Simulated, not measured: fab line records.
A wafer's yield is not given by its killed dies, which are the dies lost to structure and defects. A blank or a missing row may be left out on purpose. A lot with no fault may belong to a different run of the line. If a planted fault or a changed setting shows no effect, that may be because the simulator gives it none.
A struck lot beside a sound one || flow nandHarc || 15 steps out of a route of 1302
Sound: these wafers, L739.2, L739.4, L739.6. Wafers L755.2, L755.5, L755.6 were the ones struck. Last of all comes the cause.
For every step that has rows: the tool of each side, followed by ch and its chambers, followed by its first start. Under that, the readings that differ: sound wafers || struck wafers || difference of the means || sigmas: that difference in standard deviations of wafers without a fault.
alike: words and numbers the same on both sides, and readings whose means are apart by under 2 such deviations; not compared: readings that were withheld, readings missing a value for some wafer, numbers with overlapping values and no deviation given by the record, and bounds like >300 which may hide the same value.
Wherever a step has rows on one side only, a row that says differs or no value, or a row with sigmas, the two part there. Numbers that have no deviation but don't overlap get no sigmas and don't part them. Lack of a reading on every wafer of one side parts them only where that side has two or more wafers.

first, 1 step without rows for these wafers: NHARC_A_CHANNEL_HOLE_D1_SRD_29.
NHARC_A_CHANNEL_HOLE_D1_CD_MEAS_30:
  sound on cdSem-02 at day 9 17:04; struck on cdSem-03 at day 16 13:53
  alike: cdNm
following that, these wafers have no rows for 1 step: NHARC_A_CHANNEL_HOLE_D1_XSEM_31.
NHARC_A_CHANNEL_HOLE_D1_INSPECT_40:
  sound on defectInspect-02 at day 9 17:15; struck on defectInspect-02 at day 16 14:05
  alike: rawDefectCount
then, 2 steps without rows for these wafers: NHARC_A_CHANNEL_FILL_D1_PRECLEAN_00 (cleans in SC1); NHARC_A_CHANNEL_FILL_D1_SRD_01.
NHARC_A_CHANNEL_FILL_D1_ALD_02: deposits SiO2, target thk 6 nm, pulse time 10 s, ald cycles 60.
  sound on aldHk-02 ch 0,1,2, day 9 17:37; struck on aldHk-03 ch 2,3, day 16 14:20
  alike: heaterPowerW, precursorPulseHeightRel
NHARC_A_CHANNEL_FILL_D1_ALD_03: deposits SiNx, target thk 6 nm, pulse time 60 s, ald cycles 58.
  sound on aldSinBatch-03 ch 0; struck on aldSinBatch-01 ch 0
  alike: precursorPulseHeightRel
then, 1 step without rows for these wafers: NHARC_A_CHANNEL_FILL_D1_ALD_14 (deposits SiO2, target thk 2.5 nm, pulse time 10 s, ald cycles 25).
NHARC_A_CHANNEL_FILL_D1_ALD_15: deposits SiNx, target thk 2 nm, pulse time 60 s, ald cycles 19.
  sound on aldSinBatch-02 ch 0; struck on aldSinBatch-02 ch 0
  alike: precursorPulseHeightRel
NHARC_A_CHANNEL_FILL_D1_ALD_16: deposits SiO2, target thk 1.5 nm, pulse time 10 s, ald cycles 15.
  sound on aldHk-03 ch 0,1, day 10 08:46; struck on aldHk-02 ch 2,3, day 17 00:30
  alike: heaterPowerW, precursorPulseHeightRel
then, 1 step without rows for these wafers: NHARC_A_CHANNEL_FILL_D1_ANNEAL_17 (time 1800 s).
NHARC_A_CHANNEL_FILL_D1_CVD_18: deposits poly-Si, target thk 3 nm.
  sound on lpcvdPoly-04 ch 0, day 10 18:34; struck on lpcvdPoly-01 ch 0, day 17 15:55
{"reading": "spikeTcTopC (C)", "sound": "575.3 576.5 578.3", "struck": "571.4 568.8 570.8", "difference": -6.4, "sigmas": -2}
NHARC_A_CHANNEL_FILL_D1_ETCHBACK_19: etches the open film in HBr/Cl2, target depth 5 nm, time 1.7 s.
  sound on rieSi-01 ch 0,1,3, day 10 20:40; struck on rieSi-06 ch 0,1, day 17 18:20
  alike: drypumpMotorCurrentA, heBacksideLeakSccm, oesProductAu, throttleValvePct
  not compared: rfHoursCounterH
-- jump in the record: it breaks off in module A_CHANNEL_FILL_D1 and resumes in module END (first step shown: number 1302 of the route), and 15 days separate the struck wafers' starts before and after --
NHARC_END_SORT_01:
  the record has rows for the struck wafers here (prober-02 ch 0, day 32 21:45) and none for the sound ones

## WHERE THEY PART
Last at NHARC_END_SORT_01 as far as this record goes, first at NHARC_A_CHANNEL_FILL_D1_CVD_18.

WHY: what had been put in by the simulator
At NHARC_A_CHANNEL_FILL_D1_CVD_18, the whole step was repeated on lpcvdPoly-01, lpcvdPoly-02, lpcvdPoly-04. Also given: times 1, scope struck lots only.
